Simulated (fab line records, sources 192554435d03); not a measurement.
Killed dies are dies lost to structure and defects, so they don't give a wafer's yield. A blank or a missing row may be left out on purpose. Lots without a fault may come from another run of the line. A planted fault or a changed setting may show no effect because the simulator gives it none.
Chamber matching | flow n5_finfet | N5_FIN_SAQP_MANDREL1_REMOVE_56 on rie_si-05: 4 sister chambers
The step chemistry HBr/Cl2/O2, target a-Si, stops on SiNx, bt time 10 s. 8 wafers are shown with their chamber, then 12 later ones without.

WAFERS WITH THEIR CHAMBER
wafer  | chamber | drypump_motor_current_A (A) | oes_product_au (a.u.)
L082.1 | 2       | 6.5                         | 1.001
L087.1 | 3       | 6.5                         | 1.003
L087.3 | 0       | 6.7                         | 0.995
L088.1 | 0       | 6.6                         | 0.988
L088.6 | 1       | 5.8                         | 1.033
L089.1 | 1       | 5.7                         | 1.033
L089.2 | 2       | 6.5                         | 0.995
L089.3 | 3       | 6.5                         | 0.999

WAFERS WITHOUT THEIR CHAMBER
wafer  | drypump_motor_current_A (A) | oes_product_au (a.u.)
L090.3 | 6.6                         | 1.004
L090.4 | 5.7                         | 1.031
L090.6 | 5.7                         | 1.023
L091.2 | 6.6                         | 0.991
L091.4 | 6.5                         | 1.000
L091.6 | 6.6                         | 1.000
L092.4 | 6.7                         | 0.982
L092.5 | 6.5                         | 0.985
L092.6 | 6.5                         | 1.015
L097.1 | 5.7                         | 1.032
L097.2 | 6.6                         | 0.985
L097.3 | 6.5                         | 1.011

WHICH CHAMBER EACH WENT THROUGH
wafer  | from the rows above          | in truth
L090.3 | can't be placed: 3 or 2 or 0 | 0
L090.4 | 1                            | 1
L090.6 | 1                            | 1
L091.2 | can't be placed: 0 or 2      | 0
L091.4 | can't be placed: 3 or 2      | 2
L091.6 | can't be placed: 3 or 2 or 0 | 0
L092.4 | 0                            | 0
L092.5 | can't be placed: 0 or 2 or 3 | 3
L092.6 | can't be placed: 3 or 2      | 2
L097.1 | 1                            | 1
L097.2 | 0                            | 0
L097.3 | can't be placed: 3 or 2      | 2
Placed correctly: 5 of 12. Can't be placed from these rows: 7 (the true chamber is among the candidates in 7). Placed wrongly: 0.
How it was worked out, from the rows above alone: a wafer's distance from a chamber is the root of the sum, over the readings, of the square of ((its reading less the chamber's mean) divided by the reading's scatter). The wafer belongs to the nearest chamber; if the next one is less than 2 further off, it can't be placed. A chamber's mean is the mean of its shown wafers. The scatter: the root of (the sum of the squares of (reading less its chamber's mean) over the shown wafers, divided by (wafers less chambers)).
